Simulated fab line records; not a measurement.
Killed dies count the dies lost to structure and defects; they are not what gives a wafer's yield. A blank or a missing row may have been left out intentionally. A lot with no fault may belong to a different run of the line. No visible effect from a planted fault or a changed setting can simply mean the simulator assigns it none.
Matching of chambers    flow n5Finfet    4 sister chambers for N5_FIN_SAQP_STRIP_70 on rieDiel-02
The step strips in N2/H2. 18 wafers are shown with their chamber, then 9 later ones without.

WAFERS, EACH WITH ITS CHAMBER
wafer   chamber  showerheadPlenumPTorr (Torr)  oesProductAu (a.u.)  rfVppV (V)
L080.2  1        3.20                          0.70                 121.1
L080.3  0        3.24                          0.78                 122.0
L080.4  1        3.20                          0.70                 123.2
L081.2  0        3.24                          0.77                 122.0
L081.3  2        3.53                          0.83                 123.8
L081.5  1        3.20                          0.70                 121.5
L084.1  1        3.20                          0.70                 121.5
L084.2  3        3.45                          0.98                 123.5
L084.4  2        3.52                          0.83                 123.4
L085.2  2        3.52                          0.83                 122.3
L085.4  3        3.45                          0.97                 121.5
L085.6  1        3.20                          0.69                 121.1
L086.3  0        3.24                          0.76                 118.9
L086.4  2        3.52                          0.83                 123.8
L086.5  0        3.24                          0.75                 122.6
L087.1  0        3.24                          0.75                 119.5
L087.2  3        3.45                          0.95                 122.1
L087.3  1        3.19                          0.69                 121.9

SIGNATURES, as means of the wafers listed above
reading                chamber 0  chamber 1  chamber 2  chamber 3  scatter within a chamber
showerheadPlenumPTorr  3.2400     3.1983     3.5225     3.4500     0.00336
oesProductAu           0.7620     0.6967     0.8300     0.9667     0.00956
rfVppV                 121.000    121.717    123.325    122.367    1.13
Rule: distance of a wafer from a chamber = root of the sum over the readings of ((wafer's reading minus chamber's mean) / reading's scatter) squared. If the next closest chamber is less than 2 further off than the closest, the wafer can't be placed; otherwise it belongs to the closest. The scatter: take each reading less its chamber's mean, square it, sum over the shown wafers, divide by the number of wafers less the number of chambers, and take the root.

WAFERS WITH NO CHAMBER GIVEN
wafer   showerheadPlenumPTorr (Torr)  oesProductAu (a.u.)  rfVppV (V)
L093.2  3.44                          0.92                 122.2
L093.3  3.23                          0.74                 120.9
L093.6  3.51                          0.81                 123.3
L094.3  3.59                          0.96                 122.2
L094.4  3.23                          0.74                 122.0
L094.5  3.44                          0.91                 121.6
L097.1  3.44                          0.89                 122.4
L097.3  3.22                          0.74                 121.7
L097.6  3.44                          0.90                 121.3

THE CHAMBER EACH PASSED THROUGH
wafer    from the rows above       in truth
L093.2   3                         3
L093.3   0                         0
L093.6   2                         2
L094.3   2                         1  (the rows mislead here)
L094.4   0                         0
L094.5   3                         3
L097.1   3                         3
L097.3   can't be placed: 0 or 1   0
L097.6   3                         3
Placed correctly: 7 of 9. Not placeable from these rows: 1 (in 1, the candidates include the true chamber). Placed wrongly: 1.
